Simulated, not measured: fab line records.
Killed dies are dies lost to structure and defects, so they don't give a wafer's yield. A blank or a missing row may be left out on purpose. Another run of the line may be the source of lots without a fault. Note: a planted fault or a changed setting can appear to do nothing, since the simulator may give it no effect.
fab line records	flow n5-finfet
[record] lots = 8	wafers = 24	last-day = 21
route steps=1938 shown SD_EPI_N@273 SD_EPI_P@305 BEOL_M4@1111 PASSIVATION@1936
lots that met no fault: taken from a fault-free run of the same line
start-h: start of the lot's first displayed wafer, in hours after the record's first day	wait-h: hours from the lot's prior step to this one	" the same as in the row above	L1.1+2: several wafers, shown together as one row	- no value present, or no start provided	* or withheld: withheld	< > ~ a bound
route shown NAME@n: names a module that has steps shown in the file, with the first one's number in the route	usual: mean/standard deviation taken from wafers without a fault	same: alike in all rows	chamber/n: place in a boat	sites: each site's reading	_std_site: their standard deviation	_edge_site: inner sites' mean taken away from outer sites' mean	radius-mm: for every site, how far away it sits from the centre of the wafer	mask NAME#n: copy n	behind: the last tool/chamber to shape the wafer	hold: why the lot was held/for how many hours/how that ended	device: the n, p or np transistor that did not switch	end of line: tests of these same wafers at the route's end	where a step has no rows: the recipe by itself	killed: count of dies lost to structure and defects at first sort (not the wafer's yield)	map: the dies of a wafer, with x for killed, . for not killed, _ for no die there
set.NAME: the setting the step ran with; set.NAME@STEP: the setting that earlier step ran with	model.NAME: the simulator's own value behind a step, which no gauge read
one table for each step of the route and one row for each wafer, over a sample of lots
services: when a tool's chamber went out of use (start-h, in hours from the record's first day, below 0 if earlier), for how many hours, and the reason
[[steps]]
[step N5_SD_EPI_N_DESCUM_14]
[recipe] chemistry = O2	time-s = 7.9	source-power-w = 50	bias-power-w = 20	pressure-mtorr = 20	rf-frequency-hz = 2.712e+07	temp-c = 40	resist = CAR-ArF-block	o2-flow-sccm = 225
[usual] drypump-motor-current-A = 6.0/0.4	oes-product-au = 0.80/0.091	rf-vpp-V = 243.7/1.4	showerhead-plenum-p-Torr = 2.13/0.076	throttle-valve-pct = 20.33/0.29
[same] time-s = 7.9
lot.wafer	tool	chamber	start-h	wait-h	drypump-motor-current-A	oes-product-au	rf-hours-counter-h	rf-vpp-V	showerhead-plenum-p-Torr	throttle-valve-pct
L889.3	rie-diel-01	1	51.66	0.0	5.9	0.72	193	242.3	2.10	20.84
L889.4	"	2	"	"	5.5	0.77	134	243.7	2.08	20.06
L889.5	"	3	"	"	6.4	0.79	-	241.6	2.11	20.14
L895.2	rie-diel-05	3	88.37	0.0	6.7	0.71	250	240.3	2.00	20.68
L895.4	"	0	"	"	5.7	0.86	30	245.2	2.23	20.03
L895.5	"	0	"	"	5.7	0.87	-	246.0	2.23	20.04
L896.1	rie-diel-01	3	95.61	0.0	6.4	0.77	142	244.5	2.11	20.15
L896.2	"	0	"	"	6.2	0.86	48	244.9	2.21	20.23
L896.6	"	1	"	"	6.0	0.71	-	242.4	2.09	20.83
L904.1	rie-diel-01	2	139.52	0.4	5.5	0.75	157	243.4	2.08	20.10
L904.2	"	3	"	"	6.4	0.77	152	244.4	2.10	20.19
L904.5	"	3	"	"	6.4	0.76	-	243.4	2.10	20.18
L907.3	rie-diel-05	0	156.01	0.3	5.6	0.82	50	244.9	2.22	20.06
L907.5	"	2	"	"	5.8	0.88	-	243.3	2.11	20.03
L907.6	"	3	"	"	6.7	0.91	-	246.8	2.26	20.39
L909.1	rie-diel-01	1	171.22	0.0	5.9	0.69	229	243.3	2.09	20.86
L909.3	"	3	"	"	6.4	0.76	163	242.4	2.10	20.20
L909.4	"	0	"	"	6.2	0.82	71	245.2	2.20	20.26
L910.1	rie-diel-05	1	179.84	0.2	6.2	0.94	14	246.1	2.23	20.56
L910.3	"	3	"	"	6.7	0.89	23	244.4	2.25	20.40
L910.6	"	1	"	"	6.1	0.93	-	245.5	2.23	20.53
L911.1	rie-diel-05	2	181.05	0.4	5.8	0.87	45	243.7	2.10	20.06
L911.5	"	2	"	"	5.8	0.86	-	242.2	2.10	20.04
L911.6	"	1	"	"	6.2	0.93	-	245.4	2.23	20.55
[step N5_SD_EPI_N_ETCH_16]
[recipe] chemistry = CHF3/O2	target = SiO2	target-depth-a = 50	mask-material = SOC	pressure-mtorr = 30	source-w = 650	bias-w = 170	Ar_flow_sccm = 200	CHF3_flow_sccm = 50	O2_flow_sccm = 5	ion-energy-ev = 200
[usual] drypump-motor-current-A = 6.0/0.4	oes_o_777_au = 0.80/0.095	oes-product-au = 0.80/0.091	rf-vpp-V = 527/15	showerhead-plenum-p-Torr = 2.44/0.089	throttle-valve-pct = 18.79/0.22
lot.wafer	tool	chamber	start-h	wait-h	drypump-motor-current-A	oes_o_777_au	oes-product-au	rf-hours-counter-h	rf-vpp-V	showerhead-plenum-p-Torr	throttle-valve-pct
L889.3	rie-diel-01	1	52.27	0.1	5.9	0.70	0.71	194	530	2.37	19.02
L889.4	"	2	"	"	5.5	0.76	0.79	135	537	2.42	18.70
L889.5	"	3	"	"	6.4	0.74	0.77	-	534	2.41	18.59
L895.2	rie-diel-05	3	88.99	0.1	6.7	0.75	0.71	250	516	2.29	19.09
L895.4	"	0	"	"	5.7	0.90	0.88	30	508	2.55	18.51
L895.5	"	0	"	"	5.7	0.91	0.88	-	508	2.55	18.49
L896.1	rie-diel-01	3	96.22	0.1	6.4	0.74	0.75	142	535	2.41	18.61
L896.2	"	0	"	"	6.2	0.85	0.84	48	519	2.58	18.89
L896.6	"	1	"	"	5.9	0.70	0.70	-	531	2.37	19.02
L904.1	rie-diel-01	2	140.14	0.1	5.6	0.73	0.75	157	538	2.41	18.74
L904.2	"	3	"	"	6.4	0.73	0.74	153	535	2.40	18.64
L904.5	"	3	"	"	6.4	0.73	0.74	-	535	2.40	18.64
L907.3	rie-diel-05	0	156.63	0.1	5.7	0.88	0.83	50	507	2.54	18.52
L907.5	"	2	"	"	5.7	0.87	0.88	-	525	2.43	18.57
L907.6	"	3	"	"	6.7	0.95	0.92	-	524	2.58	18.73
L909.1	rie-diel-01	1	171.84	0.1	5.9	0.67	0.69	229	530	2.36	19.08
L909.3	"	3	"	"	6.4	0.72	0.74	163	534	2.40	18.66
L909.4	"	0	"	"	6.2	0.82	0.83	72	517	2.57	18.92
L910.1	rie-diel-05	1	180.45	0.1	6.1	0.90	0.93	15	556	2.56	18.91
L910.3	"	3	"	"	6.7	0.93	0.89	23	525	2.57	18.74
L910.6	"	1	"	"	6.2	0.89	0.94	-	554	2.56	18.90
L911.1	rie-diel-05	2	181.67	0.1	5.8	0.85	0.87	45	525	2.43	18.61
L911.5	"	2	"	"	5.8	0.85	0.86	-	523	2.43	18.59
L911.6	"	1	"	"	6.2	0.90	0.94	-	555	2.55	18.92
[step N5_SD_EPI_N_PRECLEAN_49]
[recipe] chemistry = NF3:NH3	afs-cycles = 1	temp-c = 30	time-s = 20	sublimation-temp-c = 180	sublimation-time-s = 60	pressure-torr = 3	rf-power-w = 30
[same] sublimation-time-s = 60	time-s = 20
lot.wafer	tool	chamber	start-h	wait-h
L889.3+4+5	remote-plasma-02	1	55.24	0.1
L895.2+4+5	remote-plasma-02	0	91.89	0.1
L896.1+2+6	remote-plasma-02	1	99.25	0.0
L904.1+2+5	remote-plasma-01	0	143.02	0.0
L907.3+5+6	remote-plasma-01	0	160.31	0.1
L909.1+3+4	remote-plasma-02	1	175.47	0.0
L910.1+3+6	remote-plasma-02	1	183.33	0.0
L911.1+5+6	remote-plasma-01	1	184.58	0.0
[step N5_SD_EPI_N_INSPECT_26]
[recipe] inspect-instrument = darkfield	mode = post-epi
[usual] raw-defect-count = 210/49
lot.wafer	tool	chamber	start-h	wait-h	raw-defect-count
L889.3	defect-inspect-01	-	55.64	0.1	221
L889.4	"	-	"	"	169
L889.5	"	-	"	"	274
L895.2	defect-inspect-02	-	92.54	0.1	780
L895.4	"	-	"	"	890
L895.5	"	-	"	"	932
L896.1	defect-inspect-01	-	100.71	0.1	753
L896.2	"	-	"	"	786
L896.6	"	-	"	"	759
L904.1	defect-inspect-01	-	143.66	0.1	209
L904.2	"	-	"	"	241
L904.5	"	-	"	"	302
L907.3	defect-inspect-01	-	160.84	0.1	233
L907.5	"	-	"	"	225
L907.6	"	-	"	"	247
L909.1	defect-inspect-01	-	176.03	0.1	202
L909.3	"	-	"	"	316
L909.4	"	-	"	"	257
L910.1	defect-inspect-02	-	183.84	0.1	187
L910.3	"	-	"	"	214
L910.6	"	-	"	"	222
L911.1	defect-inspect-01	-	185.03	0.1	209
L911.5	"	-	"	"	198
L911.6	"	-	"	"	201
[step N5_SD_EPI_P_INSPECT_11]
[recipe] mode = adi	inspect-instrument = macro
[usual] raw-defect-count = 2.3/1.6
lot.wafer	tool	chamber	start-h	wait-h	raw-defect-count
L889.3	defect-inspect-01	-	56.09	0.0	2
L889.4	"	-	"	"	1
L889.5	"	-	"	"	2
L895.2	defect-inspect-01	-	92.99	0.0	>300
L895.4	"	-	"	"	>300
L895.5	"	-	"	"	>300
L896.1	defect-inspect-01	-	101.04	0.0	>300
L896.2	"	-	"	"	>300
L896.6	"	-	"	"	>300
L904.1	defect-inspect-02	-	143.99	0.0	3
L904.2	"	-	"	"	1
L904.5	"	-	"	"	0
L907.3	defect-inspect-01	-	161.29	0.0	3
L907.5	"	-	"	"	2
L907.6	"	-	"	"	2
L909.1	defect-inspect-01	-	176.48	0.0	3
L909.3	"	-	"	"	3
L909.4	"	-	"	"	3
L910.1	defect-inspect-02	-	184.29	0.0	1
L910.3	"	-	"	"	1
L910.6	"	-	"	"	2
L911.1	defect-inspect-02	-	185.48	0.0	2
L911.5	"	-	"	"	3
L911.6	"	-	"	"	2
[step N5_SD_EPI_P_DESCUM_14]
[recipe] chemistry = O2	time-s = 7.9	source-power-w = 50	bias-power-w = 20	pressure-mtorr = 20	rf-frequency-hz = 2.712e+07	temp-c = 40	resist = CAR-ArF-block	o2-flow-sccm = 225
[usual] drypump-motor-current-A = 5.7/0.38	oes-product-au = 0.75/0.065	rf-vpp-V = 243.0/1.4	showerhead-plenum-p-Torr = 2.08/0.078	throttle-valve-pct = 20.4/0.33
[same] time-s = 7.9
lot.wafer	tool	chamber	start-h	wait-h	drypump-motor-current-A	oes-product-au	rf-hours-counter-h	rf-vpp-V	showerhead-plenum-p-Torr	throttle-valve-pct
L889.3	rie-diel-03	1	56.12	0.0	5.9	0.75	183	244.2	2.16	20.3
L889.4	"	0	"	"	5.2	0.69	213	242.2	2.06	20.7
L889.5	"	1	"	"	5.9	0.74	-	245.7	2.16	20.3
L895.2	rie-diel-02	3	93.03	0.0	5.4	0.91	10	244.2	2.24	20.1
L895.4	"	2	"	"	5.8	0.72	160	242.2	2.00	20.6
L895.5	"	0	"	"	5.8	0.88	-	244.3	2.03	20.3
L896.1	rie-diel-06	3	101.37	0.3	5.4	0.68	231	240.7	1.95	20.7
L896.2	"	0	"	"	5.7	0.70	239	242.8	2.08	20.5
L896.6	"	3	"	"	5.4	0.69	-	241.2	1.95	20.7
L904.1	rie-diel-02	3	144.02	0.0	5.4	0.88	21	245.9	2.24	20.1
L904.2	"	0	"	"	5.8	0.86	55	245.3	2.02	20.3
L904.5	"	2	"	"	5.8	0.73	-	241.2	2.00	20.6
L907.3	rie-diel-03	2	161.32	0.0	5.9	0.73	181	241.7	1.99	20.1
L907.5	"	0	"	"	5.3	0.68	-	243.5	2.05	20.7
L907.6	"	1	"	"	5.9	0.73	-	244.3	2.15	20.3
L909.1	rie-diel-03	2	176.51	0.0	6.0	0.72	186	240.8	1.99	20.1
L909.3	"	1	"	"	5.9	0.73	212	244.8	2.15	20.3
L909.4	"	3	"	"	6.5	0.75	128	242.6	2.11	20.4
L910.1	rie-diel-06	0	184.33	0.0	5.7	0.99	3	243.3	2.07	20.1
L910.3	"	2	"	"	5.8	0.71	168	244.2	2.15	19.9
L910.6	"	2	"	"	5.8	0.71	-	244.2	2.15	19.9
L911.1	rie-diel-03	3	185.78	0.3	6.5	0.74	130	242.9	2.11	20.4
L911.5	"	1	"	"	5.9	0.72	-	243.3	2.15	20.4
L911.6	"	2	"	"	6.0	0.72	-	240.7	1.99	20.1
[step N5_SD_EPI_P_INSPECT_26]
[recipe] inspect-instrument = darkfield	mode = post-epi
[usual] raw-defect-count = 177/42
lot.wafer	tool	chamber	start-h	wait-h	raw-defect-count
L889.3	defect-inspect-02	-	59.84	0.0	189
L889.4	"	-	"	"	148
L889.5	"	-	"	"	215
L895.2	defect-inspect-02	-	97.58	0.0	761
L895.4	"	-	"	"	812
L895.5	"	-	"	"	888
L896.1	defect-inspect-01	-	105.08	0.0	738
L896.2	"	-	"	"	754
L896.6	"	-	"	"	738
L904.1	defect-inspect-01	-	148.60	0.0	155
L904.2	"	-	"	"	176
L904.5	"	-	"	"	190
L907.3	defect-inspect-02	-	165.04	0.0	162
L907.5	"	-	"	"	190
L907.6	"	-	"	"	164
L909.1	defect-inspect-01	-	181.07	0.0	185
L909.3	"	-	"	"	228
L909.4	"	-	"	"	249
L910.1	defect-inspect-01	-	188.04	0.0	158
L910.3	"	-	"	"	184
L910.6	"	-	"	"	222
L911.1	defect-inspect-01	-	189.51	0.0	177
L911.5	"	-	"	"	188
L911.6	"	-	"	"	208
[step N5_BEOL_M4_RC_MEAS_101]
[usual] DIBL_N = 37.7/2	DIBL_P = 37.7/2.3	IOFF_N = 0.18/0.039	IOFF_P = 0.23/0.042	ION_N = 681/12	ION_P = 463/8	SS_N = 71.9/0.68	SS_P = 73.6/0.71	VT_N = 248/3.2	VT_P = -249/3.1
lot.wafer	tool	chamber	start-h	wait-h	DIBL_N[mV/V]	DIBL_P[mV/V]	IOFF_N[nA/um]	IOFF_P[nA/um]	ION_N[uA/um]	ION_P[uA/um]	SS_N[mV/dec]	SS_P[mV/dec]	VT_N[mV]	VT_P[mV]
L889.3	prober-01	0	271.29	0.3	36.6	36.6	0.17	0.24	669	464	72.1	72.7	249	-245
L889.4	"	0	"	"	38.5	38.0	0.20	0.25	675	460	72.3	73.1	248	-243
L889.5	"	0	"	"	40.1	42.1	0.26	0.36	688	471	72.8	73.9	243	-241
L896.1	prober-01	0	298.57	0.0	40.2	40.8	0.22	0.27	673	456	72.8	74.5	246	-248
L896.2	"	0	"	"	39.1	39.3	0.21	0.24	687	465	72.5	73.8	247	-248
L896.6	"	0	"	"	38.9	38.2	0.19	0.22	662	449	71.9	73.5	251	-251
L895.2	prober-01	0	305.45	0.2	38.0	39.8	0.20	0.25	684	466	72.1	75.0	244	-250
L895.4	"	0	"	"	36.3	37.5	0.16	0.21	684	469	72.1	73.8	252	-249
L895.5	"	0	"	"	39.2	41.1	0.23	0.26	700	471	72.5	75.4	245	-248
L904.1	prober-01	0	344.88	0.0	40.9	40.7	0.22	0.30	692	477	72.4	74.6	244	-242
L904.2	"	0	"	"	37.4	36.3	0.16	0.22	676	468	71.1	73.8	248	-250
L904.5	"	0	"	"	37.9	36.6	0.16	0.22	679	471	71.7	73.2	250	-249
L907.3	prober-01	0	360.36	0.3	38.0	36.7	0.18	0.22	665	457	71.2	73.7	248	-250
L907.5	"	0	"	"	37.0	35.4	0.16	0.20	677	462	71.2	73.1	248	-249
L907.6	"	0	"	"	39.6	38.5	0.20	0.24	681	463	72.0	74.4	246	-251
L909.1	prober-01	0	385.68	0.0	38.0	40.6	0.18	0.23	686	471	72.0	73.7	247	-252
L909.3	"	0	"	"	33.6	34.2	0.11	0.14	645	444	71.2	71.8	256	-253
L909.4	"	0	"	"	35.8	36.5	0.15	0.17	675	454	71.7	73.3	251	-256
L910.1	prober-02	0	385.87	0.0	38.5	36.9	0.20	0.21	681	464	72.8	73.6	247	-249
L910.3	"	0	"	"	35.3	35.0	0.15	0.19	682	464	71.3	73.6	248	-249
L910.6	"	0	"	"	36.5	36.6	0.15	0.20	671	457	71.7	73.2	251	-249
L911.1	prober-02	0	389.10	0.0	39.4	38.3	0.22	0.26	685	469	73.2	73.9	245	-247
L911.5	"	0	"	"	36.0	34.0	0.17	0.19	680	459	71.6	72.8	249	-251
L911.6	"	0	"	"	38.5	39.8	0.22	0.30	688	471	71.4	73.6	244	-246
[step N5_PASSIVATION_PROBE_49]
[usual] defect-limited-yield = 91.1/1.4	killed_at_M0_to_M3 = 34/9.6	killed_at_M4_up = 15/5.3	killed-at-contacts = 12/6.1	killed-at-front-end = 40/11	killed-at-other = 3.5/2.8	killed-dies = 105/17	killed-open = 70/12	killed-short = 34/7.7	sort_bin_5_function = 5.2/0.97	sort_bin_6_memory = 3.4/0.62	sort_bin_8_speed = 0.00/0.023	sort-n-pass = 1075/17	sort-yield-pct = 91.1/1.4
[same] gross-dies = 1180	killed-at-back-side = 0	sort_bin_4_leakage[%] = 0
lot.wafer	tool	chamber	start-h	wait-h	defect-limited-yield[%]	killed_at_M0_to_M3	killed_at_M4_up	killed-at-contacts	killed-at-front-end	killed-at-other	killed-dies	killed-open	killed-short	sort_bin_5_function[%]	sort_bin_6_memory[%]	sort_bin_8_speed[%]	sort-n-pass	sort-yield-pct[%]
L889.3	prober-02	-	384.88	0.1	92.6	29	13	14	28	3	87	59	27	4.9	2.3	0	1093	92.6
L889.4	prober-02	-	384.93	0.2	90.6	38	20	10	42	1	111	68	40	5.4	3.7	0	1069	90.6
L889.5	prober-02	-	384.98	0.2	90.8	42	12	16	38	1	109	71	37	4.9	3.7	0	1071	90.8
L896.1	prober-02	-	407.84	0.0	83.0	33	10	11	145	2	201	55	26	10.0	4.2	0	979	83.0
L896.2	prober-02	-	407.89	0.1	82.2	35	17	11	145	2	210	59	29	12.3	3.1	0	970	82.2
L896.6	prober-02	-	408.09	0.3	80.2	40	16	11	162	5	234	64	40	13.3	4.3	0	946	80.2
L895.2	prober-01	-	412.24	0.1	81.0	32	12	14	158	8	224	81	39	11.8	4.4	0	956	81.0
L895.4	prober-01	-	412.34	0.2	83.1	39	14	12	125	10	200	66	31	11.1	3.9	0	980	83.1
L895.5	prober-01	-	412.39	0.2	81.5	51	7	13	144	3	218	74	39	11.1	4.6	0	962	81.5
L909.1	prober-02	-	482.96	0.0	91.5	27	19	13	34	7	100	74	26	4.9	3.3	0	1080	91.5
L909.3	prober-02	-	483.06	0.1	92.5	33	8	11	34	2	88	52	34	4.2	2.9	0.25	1089	92.3
L909.4	prober-02	-	483.11	0.2	91.0	25	19	1	59	2	106	72	33	5.2	3.7	0	1074	91.0
L910.1	prober-01	-	500.48	0.0	90.9	25	22	13	40	7	107	71	36	5.6	3.2	0	1073	90.9
L910.3	prober-01	-	500.58	0.1	91.6	34	12	16	37	0	99	70	29	4.9	3.3	0	1081	91.6
L910.6	prober-01	-	500.73	0.3	90.6	18	17	24	48	4	111	74	37	4.3	4.7	0	1069	90.6
// killed by level:class
L889.3 MOL_CONTACT_COAG:geometric-particle:open=8 BEOL_M0_SAQP:geometric-particle:short=8 FIN_SAQP:geometric-particle:open=7 BEOL_M0_SAQP:geometric-particle:open=7 DUMMY_GATE:geometric-particle:open=6 MOL_CONTACT_COAG:geometric-particle:short=6 BEOL_M4:geometric-particle:open=6 BEOL_M0:geometric-particle:open=5
L889.4 FIN_SAQP:geometric-particle:open=13 BEOL_M3:geometric-particle:open=10 FIN_SAQP:geometric-particle:short=8 BEOL_M4:geometric-particle:open=8 BEOL_M0_SAQP:geometric-particle:short=8 MOL_CONTACT_COAG:geometric-particle:open=6 BEOL_M0_SAQP:geometric-particle:open=6 BEOL_M1:geometric-particle:open=6
L889.5 BEOL_M0_SAQP:geometric-particle:open=16 BEOL_M0_SAQP:geometric-particle:short=15 FIN_SAQP:geometric-particle:open=14 MOL_CONTACT_COAG:geometric-particle:open=13 FIN_SAQP:geometric-particle:short=9 BEOL_M4:geometric-particle:open=7 FIN_CUT:geometric-particle:open=4 MOL_CONTACT_COAG:geometric-particle:short=3
L896.1 SD_EPI_N:unspecified=118 MOL_CONTACT_COAG:geometric-particle:open=8 BEOL_M0_SAQP:geometric-particle:short=7 BEOL_M3:geometric-particle:open=6 GATE_CUT:geometric-particle:short=6 BEOL_M2:geometric-particle:open=6 BEOL_M4:geometric-particle:open=5 FIN_SAQP:geometric-particle:open=4
L896.2 SD_EPI_N:unspecified=120 BEOL_M0_SAQP:geometric-particle:open=12 MOL_CONTACT_COAG:geometric-particle:open=10 BEOL_M0_SAQP:geometric-particle:short=8 BEOL_M4:geometric-particle:open=8 DUMMY_GATE:geometric-particle:open=5 BEOL_M2:geometric-particle:open=5 FIN_SAQP:geometric-particle:short=4
L896.6 SD_EPI_N:unspecified=122 BEOL_M2:geometric-particle:open=10 FIN_SAQP:geometric-particle:short=9 BEOL_M1:geometric-particle:open=9 MOL_CONTACT_COAG:geometric-particle:open=8 BEOL_M0_SAQP:geometric-particle:short=7 HKMG_FIN:area-etch=7 BEOL_M4:geometric-particle:open=6
L895.2 SD_EPI_N:unspecified=103 STI_FIN_REVEAL:geometric-particle:open=20 MOL_CONTACT_COAG:geometric-particle:open=12 BEOL_M1:geometric-particle:open=10 BEOL_M0_SAQP:geometric-particle:open=8 BEOL_M4:geometric-particle:open=8 FIN_SAQP:geometric-particle:short=7 BEOL_M0_SAQP:geometric-particle:short=6
L895.4 SD_EPI_N:unspecified=101 BEOL_M4:geometric-particle:open=11 BEOL_M3:geometric-particle:open=10 MOL_CONTACT_COAG:geometric-particle:open=10 BEOL_M0_SAQP:geometric-particle:short=9 BEOL_M1:geometric-particle:open=9 BEOL_M0_SAQP:geometric-particle:open=5 STI_FIN_REVEAL:geometric-particle:open=4
L895.5 SD_EPI_N:unspecified=104 BEOL_M0_SAQP:geometric-particle:short=15 STI_FIN_REVEAL:geometric-particle:open=12 MOL_CONTACT_COAG:geometric-particle:open=12 BEOL_M2:geometric-particle:open=10 BEOL_M0_SAQP:geometric-particle:open=9 GATE_CUT:geometric-particle:short=7 BEOL_M1:geometric-particle:open=6
L909.1 MOL_CONTACT_COAG:geometric-particle:open=10 FIN_SAQP:geometric-particle:open=9 BEOL_M0_SAQP:geometric-particle:open=9 BEOL_M4:geometric-particle:open=9 BEOL_M0_SAQP:geometric-particle:short=5 DUMMY_GATE:geometric-particle:open=4 BEOL_M0:geometric-particle:open=4 MIM_TOP:geometric-particle:open=4
L909.3 MOL_CONTACT_COAG:geometric-particle:open=11 BEOL_M0_SAQP:geometric-particle:open=9 FIN_SAQP:geometric-particle:short=8 BEOL_M3:geometric-particle:open=7 FIN_SAQP:geometric-particle:open=5 BEOL_M0_SAQP:geometric-particle:short=5 BEOL_M1:geometric-particle:open=4 STI_FIN_REVEAL:geometric-particle:open=3
L909.4 FIN_SAQP:geometric-particle:open=21 FIN_SAQP:geometric-particle:short=12 BEOL_M1:geometric-particle:open=10 BEOL_M4:geometric-particle:open=10 STARTING-WAFER:geometric-particle:short=5 DUMMY_GATE:geometric-particle:open=4 BEOL_M0_SAQP:geometric-particle:open=4 BEOL_M8:geometric-particle:open=4
L910.1 BEOL_M4:geometric-particle:open=10 FIN_SAQP:geometric-particle:open=9 MOL_CONTACT_COAG:geometric-particle:open=9 BEOL_M3:geometric-particle:open=9 STI_FIN_REVEAL:geometric-particle:open=7 FIN_SAQP:geometric-particle:short=5 GATE_CUT:geometric-particle:short=4 MOL_CONTACT_COAG:geometric-particle:short=4
L910.3 MOL_CONTACT_COAG:geometric-particle:open=15 STI_FIN_REVEAL:geometric-particle:open=9 BEOL_M3:geometric-particle:open=9 BEOL_M1:geometric-particle:open=6 BEOL_M2:geometric-particle:open=6 ILD0:geometric-particle:short=5 GATE_CUT:geometric-particle:short=4 BEOL_M0_SAQP:geometric-particle:open=4
L910.6 MOL_CONTACT_COAG:geometric-particle:open=19 STI_FIN_REVEAL:geometric-particle:open=12 FIN_SAQP:geometric-particle:open=10 BEOL_M4:geometric-particle:open=5 GATE_CUT:geometric-particle:short=5 MOL_CONTACT_COAG:geometric-particle:short=5 STARTING-WAFER:geometric-particle:short=5 FIN_CUT:geometric-particle:open=4
[[services]]
tool	chamber	start-h	hours	kind
rie-diel-03	-	28.37	2.8	pm
rie-diel-06	2	43.11	2.8	repair
rie-diel-02	-	48.24	1.3	repair
rie-diel-02	1	82.56	4.2	repair
rie-diel-06	-	82.88	0.7	repair
rie-diel-05	3	89.42	-	clean
rie-diel-05	3	89.42	-	consumable-replace:focus-ring
rie-diel-05	3	89.42	-	consumable-replace:showerhead
rie-diel-05	3	89.42	32.7	scheduled-down
rie-diel-05	3	89.42	32.7	vent-cycle
rie-diel-05	-	89.99	15.6	pm
rie-diel-01	-	109.73	14.6	pm
rie-diel-03	2	118.77	6.3	repair
rie-diel-05	1	122.16	-	clean
rie-diel-05	1	122.16	-	consumable-replace:focus-ring
rie-diel-05	1	122.16	-	consumable-replace:showerhead
rie-diel-05	1	122.16	17.9	scheduled-down
rie-diel-05	1	122.16	17.9	vent-cycle
remote-plasma-02	-	129.75	0.7	repair
rie-diel-06	0	152.53	-	clean
rie-diel-06	0	152.53	-	consumable-replace:focus-ring
rie-diel-06	0	152.53	21.1	scheduled-down
rie-diel-01	3	166.05	3.5	repair
rie-diel-06	3	179.10	4.1	repair
[[key]]
[first-sign] step = N5_SD_EPI_N_INSPECT_26	reading = raw-defect-count	direction = up	sigmas = 12	usual = 210	struck = 817
[effect] step = N5_SD_EPI_P_INSPECT_11	reading = raw-defect-count	direction = up	sigmas = 99+	usual = 2.3	struck = >300
[effect] step = N5_SD_EPI_P_INSPECT_26	reading = raw-defect-count	direction = up	sigmas = 14	usual = 177	struck = 782
[effect] step = N5_PASSIVATION_PROBE_49	reading = killed-at-front-end	direction = up	sigmas = 9.9	usual = 40	struck = 146
[more-kills-born-at] N5_SD_EPI_N_PRECLEAN_49@remote-plasma-02 = 668
met-at N5_SD_EPI_N_PRECLEAN_49
struck-lots L895,L896
not-acting-at N5_SD_EPI_N_DESCUM_14,N5_SD_EPI_N_ETCH_16,N5_SD_EPI_P_DESCUM_14
onset-between 55.24 91.89
[fault] kind = chamber-particle-source	tool = remote-plasma-02	chamber = -	onset-h = 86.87	steps = N5_SD_EPI_N_PRECLEAN_49	rate-per-visit-cm2 = 0.86913	end-h = 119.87
